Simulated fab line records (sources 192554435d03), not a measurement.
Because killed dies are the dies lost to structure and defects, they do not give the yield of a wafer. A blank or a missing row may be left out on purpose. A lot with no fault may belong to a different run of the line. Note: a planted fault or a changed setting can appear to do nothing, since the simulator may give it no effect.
Matching of chambers    flow n5Finfet    N5_FIN_CUT_DESCUM_13 on rieDiel-06 has 4 sister chambers
The step chemistry O2, time 7 s. 14 wafers are shown with their chamber, then 7 later ones without.

== WAFERS WITH THEIR CHAMBER ==
wafer   chamber  showerheadPlenumPTorr (Torr)  throttleValvePct (%)  rfVppV (V)
L079.1  0        2.01                          20.53                 242.8
L079.2  2        2.06                          20.31                 242.4
L079.5  1        2.09                          20.41                 243.3
L082.1  3        2.21                          20.26                 245.5
L082.2  0        2.01                          20.54                 241.7
L082.4  0        2.01                          20.53                 242.6
L083.1  0        2.01                          20.56                 240.7
L083.3  3        2.21                          20.27                 245.0
L083.5  3        2.21                          20.25                 244.5
L089.2  3        2.20                          20.28                 243.8
L089.4  3        2.20                          20.29                 245.3
L089.5  2        2.06                          19.92                 242.3
L091.3  1        2.08                          20.43                 242.0
L091.5  3        2.20                          20.29                 244.4

SIGNATURES (means of the wafers above)
reading                chamber 0  chamber 1  chamber 2  chamber 3  scatter within a chamber
showerheadPlenumPTorr  2.0100     2.0850     2.0600     2.2050     0.00447
throttleValvePct       20.5400    20.4200    20.1150    20.2733    0.0884
rfVppV                 241.950    242.650    242.350    244.750    0.751
Rule: distance of a wafer from a chamber = root of the sum over the readings of ((wafer's reading minus chamber's mean) / reading's scatter) squared. If the next closest chamber is less than 2 further off than the closest, the wafer can't be placed; otherwise it belongs to the closest. The scatter is the square root of a quotient: the sum, over the shown wafers, of each reading's squared deviation from its chamber's mean, divided by wafers minus chambers.

== WAFERS WITHOUT THEIR CHAMBER ==
wafer   showerheadPlenumPTorr (Torr)  throttleValvePct (%)  rfVppV (V)
L091.6  2.06                          19.93                 243.0
L094.3  2.20                          20.30                 244.6
L094.5  2.05                          19.94                 243.1
L094.6  2.08                          20.46                 244.8
L097.1  2.05                          19.96                 243.3
L097.3  2.20                          20.31                 246.1
L097.6  2.20                          20.29                 246.7

== WHICH CHAMBER EACH WENT THROUGH ==
wafer   from the rows above  in truth
L091.6  2                    2
L094.3  3                    3
L094.5  2                    2
L094.6  1                    1
L097.1  2                    2
L097.3  3                    3
L097.6  3                    3
Correct placement for 7 of the 7. Number that these rows cannot place: 0. 0 placed wrongly.
